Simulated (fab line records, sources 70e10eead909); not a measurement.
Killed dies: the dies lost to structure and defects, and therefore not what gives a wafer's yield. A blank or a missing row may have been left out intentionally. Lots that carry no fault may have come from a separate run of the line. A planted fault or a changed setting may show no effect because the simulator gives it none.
Chamber matching    flow nand-harc    rie-diel-11 running NHARC_A_M0_ETCH_34: 4 sister chambers
The step etches the open film in N2/H2, target depth 40 nm, overetch 12 nm, time 43.94 s. 27 wafers are shown with their chamber, then 12 later ones without.

## WAFERS PAIRED WITH THEIR CHAMBERS
wafer   chamber  showerhead-plenum-p-Torr (Torr)  drypump-motor-current-A (A)  oes-product-au (a.u.)
L077.2  3        1.97                             6.5                          1.029
L077.3  2        2.01                             5.0                          0.995
L077.4  1        1.98                             5.8                          0.992
L075.3  2        2.01                             5.0                          0.998
L075.5  2        2.01                             5.0                          0.999
L075.6  1        1.98                             5.7                          0.998
L074.3  2        2.01                             5.0                          0.996
L074.4  1        1.98                             5.7                          1.000
L074.6  2        2.01                             5.0                          1.003
L080.1  3        1.97                             6.4                          1.013
L080.2  1        1.98                             5.8                          1.007
L080.3  0        2.07                             5.8                          0.969
L084.1  3        1.97                             6.4                          1.013
L084.4  2        2.01                             5.0                          0.993
L084.5  3        1.97                             6.4                          1.014
L083.2  1        1.98                             5.8                          1.030
L083.4  0        2.06                             5.7                          0.989
L083.6  3        1.97                             6.4                          1.022
L087.3  3        1.97                             6.4                          1.025
L087.5  2        2.01                             5.0                          0.993
L087.6  3        1.97                             6.4                          1.027
L085.1  2        2.01                             5.0                          0.984
L085.2  3        1.97                             6.4                          1.015
L085.4  0        2.06                             5.8                          0.977
L088.1  1        1.97                             5.8                          1.023
L088.3  0        2.06                             5.8                          0.974
L088.5  0        2.06                             5.8                          0.968

SIGNATURES (means of the wafers above)
reading                   chamber 0  chamber 1  chamber 2  chamber 3  scatter within a chamber
showerhead-plenum-p-Torr  2.0620     1.9783     2.0100     1.9700     0.00266
drypump-motor-current-A   5.780      5.767      5.000      6.413      0.0362
oes-product-au            0.97540    1.00833    0.99513    1.01975    0.00921
Rule: distance of a wafer from a chamber = root of the sum over the readings of ((wafer's reading minus chamber's mean) / reading's scatter) squared. If the next closest chamber is less than 2 further off than the closest, the wafer can't be placed; otherwise it belongs to the closest. How the scatter is found: for the shown wafers, subtract from each reading the mean of its chamber, square and add these, divide the total by (wafers less chambers), then take the root.

## WAFERS WITHOUT THEIR CHAMBER
wafer   showerhead-plenum-p-Torr (Torr)  drypump-motor-current-A (A)  oes-product-au (a.u.)
L091.2  2.01                             5.0                          1.003
L091.3  2.06                             5.8                          0.977
L091.4  1.97                             5.7                          1.017
L092.4  1.97                             6.5                          1.019
L092.5  1.97                             5.8                          1.013
L092.6  2.01                             5.0                          0.999
L096.2  1.97                             5.7                          1.009
L096.3  2.01                             5.0                          0.996
L096.4  2.06                             5.7                          0.971
L097.2  2.06                             5.8                          0.997
L097.3  2.01                             5.0                          1.010
L097.6  2.01                             5.0                          1.009

## EACH ONE'S CHAMBER
wafer   from the rows above  in truth
L091.2  2                    2
L091.3  0                    0
L091.4  1                    1
L092.4  3                    3
L092.5  1                    1
L092.6  2                    2
L096.2  1                    1
L096.3  2                    2
L096.4  0                    0
L097.2  0                    0
L097.3  2                    2
L097.6  2                    2
12 of 12 placed correctly. Left unplaced by these rows: 0. Placed wrongly: 0.
